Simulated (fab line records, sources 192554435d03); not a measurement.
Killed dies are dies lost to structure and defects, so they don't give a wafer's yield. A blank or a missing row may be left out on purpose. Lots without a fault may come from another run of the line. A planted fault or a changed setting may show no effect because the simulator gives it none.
Split-lot experiment | flow n5_finfet | 7 lots, 21 wafers read, on a route of 1938 steps

THE SPLIT
At N5_BEOL_M4_COAT_73 (time 60 s, resist thk 5 nm), the setting spin_rpm was moved away from the recipe's 1500 rpm on 4 of the 21 wafers read, by -3.6% to +6.2%. The other wafers ran this setting at the recipe's value.

FROM THE SPLIT TO THE READING: what the file shows between them, 1 step
- N5_BEOL_M4_DESCUM_16: chemistry O2, time 7 s (also split here: time_s)

THE READING
etch.depth_nm (the simulator's own value, which no gauge read), in nm, at N5_BEOL_M4_ETCH_74 (etches underlayer in N2/H2, target depth 6.5 nm, time 5.2 s). The file gives no usual value for it. The 17 wafers here that ran the recipe average 4.994 nm, standard deviation 0.012 nm.

wafer  | tool, chamber at the split | spin_rpm as run, rpm | against the recipe | etch.depth_nm, nm | against lot-mates on the recipe
L074.3 | litho_track-01, 0          | 1446                 | -3.6%              | 5.106             | +0.103
L074.5 | litho_track-01, 0          | 1500                 | recipe             | 4.991             | -
L074.6 | litho_track-01, 0          | 1500                 | recipe             | 5.015             | -
L081.1 | litho_track-01, 0          | 1500                 | recipe             | 4.988             | -
L081.2 | litho_track-01, 0          | 1593                 | +6.2%              | 4.848             | -0.147
L081.6 | litho_track-01, 0          | 1500                 | recipe             | 5.001             | -
L082.2 | litho_track-03, 0          | 1500                 | recipe             | 4.983             | -
L082.3 | litho_track-03, 0          | 1500                 | recipe             | 4.993             | -
L082.4 | litho_track-03, 0          | 1500                 | recipe             | 5.003             | -
L089.2 | litho_track-01, 0          | 1500                 | recipe             | 5.006             | -
L089.4 | litho_track-01, 0          | 1500                 | recipe             | 4.985             | -
L089.6 | litho_track-01, 0          | 1500                 | recipe             | 5.002             | -
L092.1 | litho_track-04, 0          | 1500                 | recipe             | 5.002             | -
L092.3 | litho_track-04, 0          | 1500                 | recipe             | 5.007             | -
L092.5 | litho_track-04, 0          | 1500                 | recipe             | 4.99              | -
L093.2 | litho_track-01, 0          | 1556                 | +3.7%              | 4.901             | -0.094
L093.4 | litho_track-01, 0          | 1556                 | +3.7%              | 4.901             | -0.094
L093.6 | litho_track-01, 0          | 1500                 | recipe             | 4.995             | -
L096.1 | litho_track-04, 0          | 1500                 | recipe             | 4.966             | -
L096.5 | litho_track-04, 0          | 1500                 | recipe             | 4.979             | -
L096.6 | litho_track-04, 0          | 1500                 | recipe             | 4.985             | -

THE FIT
A straight line over all 21 wafers: etch.depth_nm changes by -0.0254 nm for each +1% of spin_rpm; r = -0.97; the points scatter about the line by 0.012 nm.
The same after taking each lot's own level away (the mean of its wafers on the recipe; 21 wafers): -0.0251 nm for each +1%; r = -0.99; scatter 0.0085 nm.
On that fit, the largest move of spin_rpm shifts the reading by 0.16 nm.
The lots' own levels span 4.9767 to 5.0030 nm, that is 2.2 times the standard deviation above.
So the lot-to-lot level changes the slope little: the two slopes agree.
Check: with one of the wafers moved furthest among these (+6.2%) left out of the fit, the line predicts -0.163 nm for it against its lot-mates. It came out at -0.147 nm against them.

OTHER SPLITS ON THESE WAFERS
These wafers also went through other splits before the reading. Each is held against what the fit with the lots' levels taken away leaves over:
other split on the same wafers            | wafers away from the commonest value | r with etch.depth_nm (lot level and that fit taken away)
N5_BEOL_M0_SAQP_SPACER1_ALD_98 ald_cycles | 6                                    | -0.11
N5_BEOL_M0_SAQP_ETCH_106 target_depth_a   | 10                                   | +0.06
N5_BEOL_M0_ETCH_128 source_w              | 3                                    | +0.15
N5_BEOL_M1_ETCH_64 bias_w                 | 7                                    | +0.34
N5_BEOL_M2_ETCH_64 bias_w                 | 11                                   | +0.22
N5_BEOL_M2_COAT_22 spin_rpm               | 9                                    | -0.16
N5_BEOL_M3_ILD_DEP_00 time_s              | 6                                    | +0.40
N5_BEOL_M3_VIA_ETCH_34 bias_w             | 8                                    | -0.01
N5_BEOL_M4_DESCUM_16 time_s               | 6                                    | -0.12

THE FILE'S OWN FIT
etch.depth_nm changes by -0.0249 nm for each +1% of spin_rpm, r = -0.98.
